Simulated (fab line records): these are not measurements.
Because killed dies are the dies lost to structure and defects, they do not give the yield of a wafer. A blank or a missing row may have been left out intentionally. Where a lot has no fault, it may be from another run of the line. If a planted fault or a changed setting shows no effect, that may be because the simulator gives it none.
Matching of chambers || flow n5_finfet || rie_diel-06 running N5_PASSIVATION_PASS_ETCH_47: 4 sister chambers
The step etches SiNx in CF4/O2, target depth 770 nm, time 385 s. 4 wafers are shown with their chamber, then 7 later ones without.

== EACH WAFER AND ITS CHAMBER ==
{"wafer": "L999.2", "chamber": 0, "showerhead_plenum_p_Torr (Torr)": 2.13}
{"wafer": "L100.5", "chamber": 1, "showerhead_plenum_p_Torr (Torr)": 2.24}
{"wafer": "L101.1", "chamber": 2, "showerhead_plenum_p_Torr (Torr)": 2.20}
{"wafer": "L101.4", "chamber": 3, "showerhead_plenum_p_Torr (Torr)": 2.28}

== WAFERS MISSING THEIR CHAMBER ==
{"wafer": "L101.5", "showerhead_plenum_p_Torr (Torr)": 2.28}
{"wafer": "L106.2", "showerhead_plenum_p_Torr (Torr)": 2.20}
{"wafer": "L106.4", "showerhead_plenum_p_Torr (Torr)": 2.12}
{"wafer": "L106.6", "showerhead_plenum_p_Torr (Torr)": 2.12}
{"wafer": "L989.2", "showerhead_plenum_p_Torr (Torr)": 2.23}
{"wafer": "L989.3", "showerhead_plenum_p_Torr (Torr)": 2.12}
{"wafer": "L989.5", "showerhead_plenum_p_Torr (Torr)": 2.23}

== WHICH CHAMBER EACH ONE RAN IN ==
{"wafer": "L101.5", "from the rows above": 3, "in truth": 3}
{"wafer": "L106.2", "from the rows above": 2, "in truth": 2}
{"wafer": "L106.4", "from the rows above": 0, "in truth": 0}
{"wafer": "L106.6", "from the rows above": 0, "in truth": 0}
{"wafer": "L989.2", "from the rows above": 1, "in truth": 1}
{"wafer": "L989.3", "from the rows above": 0, "in truth": 0}
{"wafer": "L989.5", "from the rows above": 1, "in truth": 1}
7 of 7 placed correctly. From these rows, 0 cannot be placed. Number placed wrongly: 0.
How it was worked out, from the rows above alone: a wafer's distance from a chamber is the root of the sum, over the readings, of the square of ((its reading less the chamber's mean) divided by the reading's scatter). If the next closest chamber is less than 2 further off than the closest, the wafer can't be placed; otherwise it belongs to the closest. A chamber's mean is the mean of its shown wafers. The scatter (one wafer shown for each chamber): square how far every hidden wafer sits from the nearest shown wafer, average those squares and take the square root.
